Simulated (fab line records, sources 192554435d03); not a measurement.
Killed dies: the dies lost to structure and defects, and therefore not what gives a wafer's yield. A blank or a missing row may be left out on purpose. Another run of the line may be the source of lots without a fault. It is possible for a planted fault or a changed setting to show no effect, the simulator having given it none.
Split-lot study -- flow n5_finfet -- 7 lots, 21 wafers read, on a route of 1938 steps

== ON THE SPLIT ==
At N5_BEOL_M0_SAQP_SPACER2_ALD_26 (deposits SiO2, target thk 15 nm, pulse time 1 s, purge time 2 s), the setting target_thk_a was moved away from the recipe's 150 angstrom on 8 of the 21 wafers read, by -7.5% to +13.3%. For the rest of the wafers, this setting stayed at what the recipe calls for.

== FROM THE SPLIT TO THE READING: what the file shows between them, 2 steps ==
- N5_BEOL_M0_SAQP_SPACER2_ETCHBACK_27: etches SiO2 in CHF3/O2, target depth 22.5 nm, time 11.25 s
- N5_BEOL_M0_SAQP_MANDREL2_REMOVE_110: chemistry HBr/Cl2/O2, target a-Si, stops on SiCN, bt time 10 s

== THE READING ==
cd_nm, in nm, at N5_BEOL_M0_SAQP_CD_MEAS_29 (target cd 14.4 nm). A value of 15.02 nm with a standard deviation of 0.23 nm is what fault-free wafers of this fab line usually give.

wafer,"tool, chamber at the split","target_thk_a as run, angstrom",against the recipe,"cd_nm, nm",against lot-mates on the recipe
L074.3,"ald_sin-04, 2,3",150,recipe,15.05,-
L074.5,"ald_sin-04, 2",140.8,-6.1%,14.41,-0.62
L074.6,"ald_sin-04, 2,3",150,recipe,15.01,-
L077.1,"ald_sin-04, 3",150,recipe,15.55,-
L077.4,"ald_sin-04, 1,2",150,recipe,15.04,-
L077.5,"ald_sin-04, 1,2",150,recipe,14.96,-
L086.1,"ald_sin-04, 3,1",150,recipe,14.76,-
L086.3,"ald_sin-04, 3,1",150,recipe,14.86,-
L086.6,"ald_sin-04, 1",138.8,-7.5%,13.56,-1.25
L087.1,"ald_sin-02, 0",143.8,-4.1%,14.03,-1.20
L087.2,"ald_sin-02, 1",150,recipe,15.23,-
L087.6,"ald_sin-02, 2",143.8,-4.1%,14.28,-0.95
L091.3,"ald_sin-04, 1",150,recipe,15.32,-
L091.4,"ald_sin-04, 3",150,recipe,15.75,-
L091.6,"ald_sin-04, 3",160.9,+7.3%,16.42,+0.89
L093.1,"ald_sin-04, 0,3",156.5,+4.3%,15.47,+0.31
L093.2,"ald_sin-04, 0,3",156.5,+4.3%,15.75,+0.59
L093.4,"ald_sin-04, 2",150,recipe,15.16,-
L094.2,"ald_sin-02, 1,3",150,recipe,15.37,-
L094.4,"ald_sin-02, 1,3",150,recipe,14.73,-
L094.6,"ald_sin-02, 0",169.9,+13.3%,16.96,+1.91
Where a row lists several chambers, the file gives one row for several wafers and doesn't say which wafer went through which chamber.

THE FIT
A straight line over all 21 wafers: cd_nm changes by +0.159 nm for each +1% of target_thk_a; r = +0.92; the points scatter about the line by 0.3 nm.
The same after taking each lot's own level away (the mean of its wafers on the recipe; 21 wafers): +0.148 nm for each +1%; r = +0.94; scatter 0.24 nm.
According to that fit, moving target_thk_a by its largest amount changes the reading by 2 nm.
The lots' own levels span 14.810 to 15.535 nm, that is 3.2 times the standard deviation above.
The two slopes agree, so the slope changes little with the lot-to-lot level.
Check: with one of the wafers moved furthest among these (+13.3%) left out of the fit, the line predicts +1.88 nm for it against its lot-mates. It came out at +1.91 nm against them.

== THE WHOLE CHAIN: every reading that the file lists as answering this split, in the file's order ==
step,what it does,reading,change (the file's fit),r (the file's)
N5_BEOL_M0_SAQP_SPACER2_ALD_26,"deposits SiO2, target thk 15 nm, pulse time 1 s, purge time 2 s","SiO2_of_BEOL_M0_SAQP_SPACER2_ALD_26.thk_nm (the simulator's own value, which no gauge read)",+0.151 nm for each +1% of the setting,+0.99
N5_BEOL_M0_SAQP_MANDREL2_REMOVE_110,"chemistry HBr/Cl2/O2, target a-Si, stops on SiCN, bt time 10 s","BEOL_M0_SAQP.cd_nm (the simulator's own value, which no gauge read)",+0.147 nm for each +1% of the setting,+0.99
N5_BEOL_M0_SAQP_CD_MEAS_29,target cd 14.4 nm,cd_nm,+0.143 nm for each +1% of the setting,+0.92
N5_BEOL_M0_ETCH_138,"etches SiCN in CH3F/O2, target depth 12 nm, time 31.6 s","SiO2_of_BEOL_M0_SAQP_SPACER2_ALD_26.thk_nm (the simulator's own value, which no gauge read)",+0.145 nm for each +1% of the setting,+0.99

== FILE'S OWN FIT ==
cd_nm changes by +0.143 nm for each +1% of target_thk_a, r = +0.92.
